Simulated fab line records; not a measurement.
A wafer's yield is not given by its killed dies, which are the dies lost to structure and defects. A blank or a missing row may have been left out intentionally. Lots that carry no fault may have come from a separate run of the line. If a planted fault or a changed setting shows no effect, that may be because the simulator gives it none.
What tool caused it? -- flow nand_harc -- 23 lots with 69 wafers sampled at 5 steps, on a route of 1302 steps

## WHAT THE GAUGES READ, wafer by wafer
NHARC_A_CHANNEL_FILL_D2_INSPECT_13. Usual: 335 for raw_defect_count, sd 110.
lot,measured,on,raw_defect_count,flag
L074,day 15 22:17,defect_inspect-01,480 459 642,
L075,day 15 22:07,defect_inspect-02,271 630 302,
L076,day 16 05:50,defect_inspect-01,333 385 343,
L077,day 16 19:03,defect_inspect-02,323 386 276,
L078,day 17 17:10,defect_inspect-02,244 334 366,
L079,day 17 22:00,defect_inspect-02,408 424 396,
L082,day 18 13:47,defect_inspect-02,506 365 243,
L080,day 18 13:47,defect_inspect-01,375 597 320,
L081,day 19 05:52,defect_inspect-02,478 257 428,
L083,day 19 20:09,defect_inspect-01,118 261 182,
L085,day 20 02:25,defect_inspect-02,464 260 389,
L086,day 21 02:20,defect_inspect-02,229 309 276,
L088,day 21 16:50,defect_inspect-01,215 184 436,
L087,day 21 16:40,defect_inspect-01,305 260 375,
L089,day 22 03:51,defect_inspect-01,330 248 382,
L091,day 22 03:50,defect_inspect-02,598 461 354,
L090,day 22 08:33,defect_inspect-01,261 170 290,
L092,day 22 20:38,defect_inspect-02,481 307 332,
L094,day 23 23:05,defect_inspect-01,221 206 242,
L095,day 23 23:05,defect_inspect-01,317 277 338,
L093,day 24 04:46,defect_inspect-02,261 181 314,
L096,day 24 16:26,defect_inspect-02,633 266 436,
L097,day 25 04:25,defect_inspect-02,396 294 211,

## TOOL THAT RAN EACH LOT (tool first, then ch and the chambers of the sampled wafers, then the start)
lot,NHARC_A_CHANNEL_HOLE_D2_ETCH_25,NHARC_A_CHANNEL_HOLE_D2_ETCH_26,NHARC_A_CHANNEL_HOLE_D2_ETCH_44,NHARC_A_CHANNEL_FILL_D2_ALD_14
L074,"har_etch-02 ch 0,1, day 13 19:47","har_etch-02 ch 0,1, day 13 20:40","rie_diel-12 ch 0,1,2, day 13 21:37","ald_hk-03 ch 0,2,3, day 14 05:38"
L075,"har_etch-01 ch 0,1, day 13 20:05","har_etch-01 ch 0,1, day 13 20:38","rie_diel-05 ch 2,3, day 13 21:28","ald_hk-02 ch 0,2,3, day 14 05:43"
L076,"har_etch-02 ch 0,1, day 14 01:48","har_etch-02 ch 0,1, day 14 02:40","rie_diel-10 ch 0,2,3, day 14 03:37","ald_hk-02 ch 0,2,3, day 14 11:52"
L077,"har_etch-01 ch 0, day 14 12:41","har_etch-01 ch 0, day 14 13:33","rie_diel-10 ch 0,1,2, day 14 14:30","ald_hk-04 ch 0,2, day 14 22:44"
L078,"har_etch-02 ch 0,1, day 15 07:26","har_etch-02 ch 0,1, day 15 08:13","rie_diel-05 ch 0,3, day 15 09:10","ald_hk-03 ch 0,1, day 15 23:10"
L079,"har_etch-01 ch 0,1, day 15 08:38","har_etch-01 ch 0,1, day 15 09:17","rie_diel-12 ch 1,2,3, day 15 10:10","ald_hk-03 ch 0,3, day 15 23:20"
L082,"har_etch-01 ch 0,1, day 16 09:31","har_etch-01 ch 0,1, day 16 10:17","rie_diel-05 ch 0,2,3, day 16 11:12","ald_hk-04 ch 2,3, day 16 19:19"
L080,"har_etch-02 ch 0,1, day 16 12:34","har_etch-02 ch 0,1, day 16 13:14","rie_diel-05 ch 0,1, day 16 14:07","ald_hk-03 ch 2,3, day 16 22:20"
L081,"har_etch-01 ch 0,1, day 16 23:53","har_etch-01 ch 0,1, day 17 00:40","rie_diel-10 ch 1,2,3, day 17 01:34","ald_hk-03 ch 0,2,3, day 17 09:46"
L083,"har_etch-02 ch 0,1, day 17 17:10","har_etch-02 ch 0,1, day 17 18:03","rie_diel-12 ch 2,3, day 17 18:59","ald_hk-03 ch 0,1,3, day 18 03:32"
L085,"har_etch-02 ch 0,1, day 17 23:59","har_etch-02 ch 0,1, day 18 00:44","rie_diel-12 ch 0,1, day 18 01:41","ald_hk-04 ch 1,3, day 18 10:05"
L086,"har_etch-01 ch 0,1, day 18 23:04","har_etch-01 ch 0,1, day 18 23:56","rie_diel-10 ch 0,2, day 19 00:53","ald_hk-03 ch 0,1,2, day 19 09:08"
L088,"har_etch-02 ch 0, day 19 13:46","har_etch-02 ch 0, day 19 14:40","rie_diel-10 ch 0,2, day 19 15:37","ald_hk-03 ch 0,1,3, day 19 23:52"
L087,"har_etch-01 ch 0,1, day 19 14:24","har_etch-01 ch 0,1, day 19 15:17","rie_diel-05 ch 0,1,2, day 19 16:14","ald_hk-02 ch 0,2,3, day 19 23:47"
L089,"har_etch-02 ch 0,1, day 20 01:20","har_etch-02 ch 0,1, day 20 01:59","rie_diel-05 ch 2,3, day 20 02:53","ald_hk-03 ch 1,2, day 20 11:10"
L091,"har_etch-01 ch 0,1, day 20 01:21","har_etch-01 ch 0,1, day 20 02:07","rie_diel-10 ch 1,2,3, day 20 03:04","ald_hk-04 ch 1,2,3, day 20 11:14"
L090,"har_etch-02 ch 0,1, day 20 05:11","har_etch-02 ch 0,1, day 20 06:05","rie_diel-05 ch 0,1,3, day 20 07:08","ald_hk-03 ch 0,1,3, day 20 15:20"
L092,"har_etch-02 ch 0,1, day 20 17:19","har_etch-02 ch 0,1, day 20 18:12","rie_diel-12 ch 1,2, day 20 19:08","ald_hk-04 ch 0,1, day 21 03:46"
L094,"har_etch-02 ch 0,1, day 21 20:16","har_etch-02 ch 0,1, day 21 21:09","rie_diel-05 ch 1,2,3, day 21 22:05","ald_hk-04 ch 0,1,2, day 22 06:16"
L095,"har_etch-01 ch 0,1, day 21 21:58","har_etch-01 ch 0,1, day 21 22:44","rie_diel-10 ch 1,2,3, day 21 23:39","ald_hk-03 ch 1,2,3, day 22 06:16"
L093,"har_etch-02 ch 0,1, day 22 00:25","har_etch-02 ch 0,1, day 22 01:18","rie_diel-10 ch 0,2,3, day 22 02:15","ald_hk-03 ch 0,2, day 22 10:29"
L096,"har_etch-02 ch 0,1, day 22 12:09","har_etch-02 ch 0,1, day 22 12:55","rie_diel-10 ch 0,2, day 22 13:50","ald_hk-04 ch 0,1,2, day 22 22:06"
L097,"har_etch-01 ch 0,1, day 23 03:22","har_etch-01 ch 0,1, day 23 04:14","rie_diel-05 ch 0,1,3, day 23 05:12","ald_hk-03 ch 2,3, day 23 10:43"
- NHARC_A_CHANNEL_HOLE_D2_ETCH_25: etches the open film in C4F8/O2/Ar, time 1040.2 s, target depth 1500 nm.
- NHARC_A_CHANNEL_HOLE_D2_ETCH_26: etches the open film in C4F8/O2/Ar, time 224.1 s, target depth 300 nm.
- NHARC_A_CHANNEL_HOLE_D2_ETCH_44: etches the open film in CF4/O2, target depth 140 nm, overetch 14 nm, time 77 s.
- NHARC_A_CHANNEL_FILL_D2_ALD_14: deposits SiO2, target thk 2.5 nm, pulse time 10 s, ald cycles 25.

## AS READ BY THE TOOLS THEMSELVES (means over the sampled wafers that have a number; for cases with no such wafer, the mark the record gives instead)
NHARC_A_CHANNEL_HOLE_D2_ETCH_25. Usual: drypump_motor_current_A 6.0 A, standard deviation 0.38; showerhead_plenum_p_Torr 3.75 Torr, standard deviation 0.13; temp_c -19.98 C, standard deviation 0.11; throttle_valve_pct 32.235 %, standard deviation 0.0091.
lot,tool,drypump_motor_current_A (A),showerhead_plenum_p_Torr (Torr),temp_c (C),throttle_valve_pct (%),flag
L074,har_etch-02,6.0,3.79,-20.05,32.229,
L075,har_etch-01,5.8,3.69,-20.09,32.234,
L076,har_etch-02,6.3,3.66,-19.99,32.241,
L077,har_etch-01,5.9,3.69,-20.07,32.232,
L078,har_etch-02,6.3,3.65,-19.91,32.242,
L079,har_etch-01,5.9,3.68,-19.94,32.232,
L082,har_etch-01,5.8,3.67,-20.03,32.242,
L080,har_etch-02,6.3,3.65,-19.92,32.228,
L081,har_etch-01,5.9,3.67,-19.97,32.237,
L083,har_etch-02,6.3,3.91,-19.93,32.242,
L085,har_etch-02,6.0,3.90,-19.87,32.235,
L086,har_etch-01,5.9,3.65,-19.97,32.230,
L088,har_etch-02,6.6,3.91,-20.06,32.234,
L087,har_etch-01,5.8,3.65,-20.02,32.238,
L089,har_etch-02,6.3,3.90,-20.04,32.232,
L091,har_etch-01,5.9,3.64,-20.05,32.235,
L090,har_etch-02,6.3,3.89,-19.97,32.239,
L092,har_etch-02,6.0,3.88,-19.98,32.240,
L094,har_etch-02,6.0,3.87,-20.03,32.225,
L095,har_etch-01,5.9,3.63,-20.07,32.235,
L093,har_etch-02,6.0,3.87,-19.89,32.223,
L096,har_etch-02,6.0,3.86,-19.85,32.234,
L097,har_etch-01,5.8,3.62,-20.01,32.234,

NHARC_A_CHANNEL_HOLE_D2_ETCH_26. Usual: drypump_motor_current_A 6.0 A, standard deviation 0.38; showerhead_plenum_p_Torr 3.81 Torr, standard deviation 0.14; temp_c -20.01 C, standard deviation 0.12; throttle_valve_pct 24.583 %, standard deviation 0.01.
lot,tool,drypump_motor_current_A (A),showerhead_plenum_p_Torr (Torr),temp_c (C),throttle_valve_pct (%),flag
L074,har_etch-02,6.0,3.85,-19.88,24.585,
L075,har_etch-01,5.8,3.74,-20.10,24.583,
L076,har_etch-02,6.3,3.71,-19.99,24.577,
L077,har_etch-01,5.9,3.74,-20.01,24.589,
L078,har_etch-02,6.3,3.70,-20.14,24.583,
L079,har_etch-01,5.9,3.73,-20.04,24.582,
L082,har_etch-01,5.8,3.72,-19.98,24.577,
L080,har_etch-02,6.3,3.69,-20.08,24.581,
L081,har_etch-01,5.9,3.72,-19.96,24.589,
L083,har_etch-02,6.3,3.98,-20.00,24.579,
L085,har_etch-02,6.0,3.96,-19.86,24.582,
L086,har_etch-01,5.9,3.70,-19.95,24.569,
L088,har_etch-02,6.6,3.97,-19.92,24.579,
L087,har_etch-01,5.9,3.69,-19.99,24.589,
L089,har_etch-02,6.3,3.96,-20.04,24.581,
L091,har_etch-01,5.9,3.69,-19.99,24.590,
L090,har_etch-02,6.3,3.96,-20.05,24.593,
L092,har_etch-02,6.0,3.94,-19.92,24.585,
L094,har_etch-02,6.0,3.93,-20.07,24.578,
L095,har_etch-01,5.9,3.68,-20.03,24.581,
L093,har_etch-02,6.0,3.93,-19.99,24.584,
L096,har_etch-02,6.0,3.92,-20.08,24.576,
L097,har_etch-01,5.9,3.66,-19.96,24.589,

NHARC_A_CHANNEL_HOLE_D2_ETCH_44. Usual: drypump_motor_current_A 5.99 A, standard deviation 0.23; oes_product_au 0.998 a.u., standard deviation 0.0096; rf_vpp_V 197.6 V, standard deviation 1.4; showerhead_plenum_p_Torr 1.32 Torr, standard deviation 0.058; throttle_valve_pct 13.397 %, standard deviation 0.0092.
lot,tool,drypump_motor_current_A (A),oes_product_au (a.u.),rf_vpp_V (V),showerhead_plenum_p_Torr (Torr),throttle_valve_pct (%),flag
L074,rie_diel-12,5.92,0.992,197.0,1.29,13.397,
L075,rie_diel-05,6.18,1.015,198.1,1.35,13.391,
L076,rie_diel-10,6.09,1.001,198.4,1.36,13.404,
L077,rie_diel-10,6.10,0.999,197.5,1.33,13.397,
L078,rie_diel-05,5.80,0.989,198.8,1.37,13.399,
L079,rie_diel-12,5.85,0.997,197.1,1.28,13.388,
L082,rie_diel-05,5.99,1.003,198.2,1.36,13.398,
L080,rie_diel-05,5.58,0.996,197.7,1.36,13.398,
L081,rie_diel-10,6.06,1.001,198.3,1.33,13.400,
L083,rie_diel-12,5.67,1.006,197.9,1.31,13.395,
L085,rie_diel-12,6.12,0.999,196.7,1.27,13.389,
L086,rie_diel-10,6.14,0.995,199.3,1.36,13.398,
L088,rie_diel-10,6.12,0.986,197.8,1.36,13.404,
L087,rie_diel-05,5.81,0.992,198.7,1.35,13.402,
L089,rie_diel-05,6.25,0.994,197.7,1.31,13.399,
L091,rie_diel-10,6.07,0.992,198.7,1.33,13.401,
L090,rie_diel-05,5.85,0.992,196.8,1.32,13.399,
L092,rie_diel-12,5.81,1.000,197.1,1.31,13.395,
L094,rie_diel-05,6.05,0.998,197.5,1.31,13.394,
L095,rie_diel-10,6.07,0.995,197.8,1.33,13.413,
L093,rie_diel-10,6.09,0.996,198.1,1.36,13.400,
L096,rie_diel-10,6.09,0.988,200.4,1.38,13.393,
L097,rie_diel-05,5.86,0.996,197.0,1.32,13.393,

NHARC_A_CHANNEL_FILL_D2_ALD_14. Usual: heater_power_w 478 W, standard deviation 61; precursor_pulse_height_rel 1.000, standard deviation 0.016.
lot,tool,heater_power_w (W),precursor_pulse_height_rel,flag
L074,ald_hk-03,480,0.996,
L075,ald_hk-02,462,1.002,
L076,ald_hk-02,464,1.009,
L077,ald_hk-04,562,0.998,
L078,ald_hk-03,487,1.009,
L079,ald_hk-03,454,0.980,
L082,ald_hk-04,461,0.998,
L080,ald_hk-03,450,0.997,
L081,ald_hk-03,480,1.006,
L083,ald_hk-03,449,1.005,
L085,ald_hk-04,402,1.012,
L086,ald_hk-03,505,1.002,
L088,ald_hk-03,445,1.008,
L087,ald_hk-02,447,0.989,
L089,ald_hk-03,537,1.011,
L091,ald_hk-04,453,0.974,
L090,ald_hk-03,446,0.999,
L092,ald_hk-04,453,1.002,
L094,ald_hk-04,507,1.009,
L095,ald_hk-03,477,0.991,
L093,ald_hk-03,485,1.008,
L096,ald_hk-04,501,1.004,
L097,ald_hk-03,494,0.996,

## THE ANSWER, worked out from the rows above alone
Rule: take the mean of a lot's wafers that have a number; if it is more than 3 standard deviations from the usual mean, the lot is off. A lot without any number at a reading at which 4 lots or more have one is off too. Where the step has rows for the other lots, those lots are counted as sound. The gauges are gone through in route order, then the tools' own readings, and for those a lot's mean is taken as printed above. The first step at which some lot is off is used, and at that step the reading that is off furthest; a lot without a number counts as furthest.
Nothing can be told from this: no lot is off at any reading shown.

## WHAT THE SIMULATOR HAD PUT IN
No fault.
